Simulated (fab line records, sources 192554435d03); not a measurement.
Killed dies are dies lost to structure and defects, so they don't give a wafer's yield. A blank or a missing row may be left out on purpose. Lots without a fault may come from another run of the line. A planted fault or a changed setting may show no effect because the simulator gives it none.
A struck lot beside a sound one | flow n5_finfet | 16 steps out of a route of 1938
Sound: wafers L173.1, L173.4, L173.5. Struck: wafers L165.1, L165.2, L165.3. The cause comes at the end.
At each step with rows: each side's tool, then ch and its chambers, then its first start. Under that, the readings that differ: sound wafers | struck wafers | difference of the means | sigmas: that difference in standard deviations of wafers without a fault.
alike: readings whose means differ by less than 2 such deviations, and words and numbers that are the same on both sides. not compared: withheld readings, readings that some wafer has no value for, bounds like >300 that may hide the same value, and numbers for which the record gives no deviation and whose values overlap.
The two part at a step that has a row with sigmas, a row that says differs or no value, or rows on one side only. Numbers that don't overlap but have no deviation are shown without sigmas and don't part them. A reading that every wafer of one side lacks parts them only if that side has two wafers or more.

first, 4 steps without rows for these wafers: N5_BEOL_M7_SOFTBAKE_06 (time 60 s); N5_BEOL_M7_EXPOSE_08 (exposes mask M7); N5_BEOL_M7_PEB_09 (peb time 60 s); N5_BEOL_M7_DEVELOP_10 (develop time 30 s).
N5_BEOL_M7_CD_MEAS_11: target cd 38.5 nm.
  sound on cd_sem-02 ch 0, day 11 22:13; struck on cd_sem-03 ch 0, day 9 20:16
  alike: cd_nm
N5_BEOL_M7_OVL_MEAS_12:
  sound on overlay-02 ch 0, day 11 22:15; struck on overlay-02 ch 0, day 9 20:18
  alike: M7_OVL
N5_BEOL_M7_INSPECT_13: inspects for defects (brightfield).
  sound on defect_inspect-01, day 11 22:16; struck on defect_inspect-02, day 9 20:20
  alike: raw_defect_count
N5_BEOL_M7_DESCUM_16: chemistry O2, time 7.9 s.
  sound on rie_diel-05 ch 1,2,3, day 11 22:27; struck on rie_diel-02 ch 0,1,2, day 9 20:22
  alike: drypump_motor_current_A, oes_product_au, rf_vpp_V, showerhead_plenum_p_Torr, throttle_valve_pct
  not compared: rf_hours_counter_h
N5_BEOL_M7_ETCH_61: etches SiARC in CF4, target depth 45.5 nm, time 75.8 s.
  sound on rie_diel-05 ch 1,2,3, day 11 22:29; struck on rie_diel-02 ch 0,1,2, day 9 20:24
  alike: drypump_motor_current_A, etch_rf_on_time_s, oes_product_au, rf_vpp_V, showerhead_plenum_p_Torr, throttle_valve_pct
  not compared: rf_hours_counter_h
N5_BEOL_M7_ETCH_62: etches SOC in N2/H2, target depth 110 nm, overetch 22 nm, time 165 s.
  sound on rie_diel-05 ch 1,2,3, day 11 22:32; struck on rie_diel-02 ch 0,1,2, day 9 20:27
  alike: drypump_motor_current_A, oes_product_au, rf_vpp_V, showerhead_plenum_p_Torr, throttle_valve_pct
  not compared: rf_hours_counter_h
then, 1 step without rows for these wafers: N5_BEOL_M7_STRIP_68 (strips in N2/H2).
N5_BEOL_M7_STRIP_67: strips in CF4.
  sound on rie_diel-05 ch 1,2,3, day 11 22:41; struck on rie_diel-02 ch 0,1,2, day 9 20:36
  alike: drypump_motor_current_A, oes_product_au, power_w, rf_vpp_V, showerhead_plenum_p_Torr, throttle_valve_pct
  not compared: rf_hours_counter_h
N5_BEOL_M7_HM_OPEN_17: chemistry Cl2/BCl3, target TiN, target depth 20 nm, overetch 6 nm.
  sound on rie_metal-02 ch 1, day 11 22:44; struck on rie_metal-01 ch 0,1, day 9 20:38
  no value came back on the struck wafers for any of 6 readings (bcl3_flow_sccm (sccm), bias_w (W) and others); on the sound wafers bcl3_flow_sccm (sccm) reads 21.84 21.75 21.86
  reading                                  | sound          | struck            | difference | sigmas
  model.SOC_of_BEOL_M7_COAT_59.thk_nm (nm) | 91.6 91.4 91.6 | 100.4 100.2 100.4 | +8.8       |
  not compared: rf_hours_counter_h
N5_BEOL_M7_STRIP_19: strips in O2.
  sound on rie_diel-02 ch 0,1,2, day 11 23:06; struck on rie_diel-02 ch 1,2,3, day 9 20:45
  alike: drypump_motor_current_A, oes_product_au, rf_vpp_V, showerhead_plenum_p_Torr, throttle_valve_pct
  not compared: rf_hours_counter_h
N5_BEOL_M7_CD_MEAS_18: pitch 80 nm, target cd 40 nm.
  sound on cd_sem-02, day 11 23:10; struck on cd_sem-02, day 9 20:49
  reading    | sound          | struck | difference                    | sigmas
  cd_nm (nm) | 40.2 39.8 39.8 | - - -  | no value on the struck wafers |
then, 1 step without rows for these wafers: N5_BEOL_M7_COAT_63 (time 60 s, resist thk 60 nm).

WHERE THEY PART
First at N5_BEOL_M7_HM_OPEN_17; last, within this record, at N5_BEOL_M7_CD_MEAS_18.

WHY: what the simulator had put in
Skipped step whole: rie_metal-01, from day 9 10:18 on, at N5_BEOL_M7_HM_OPEN_17. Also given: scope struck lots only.
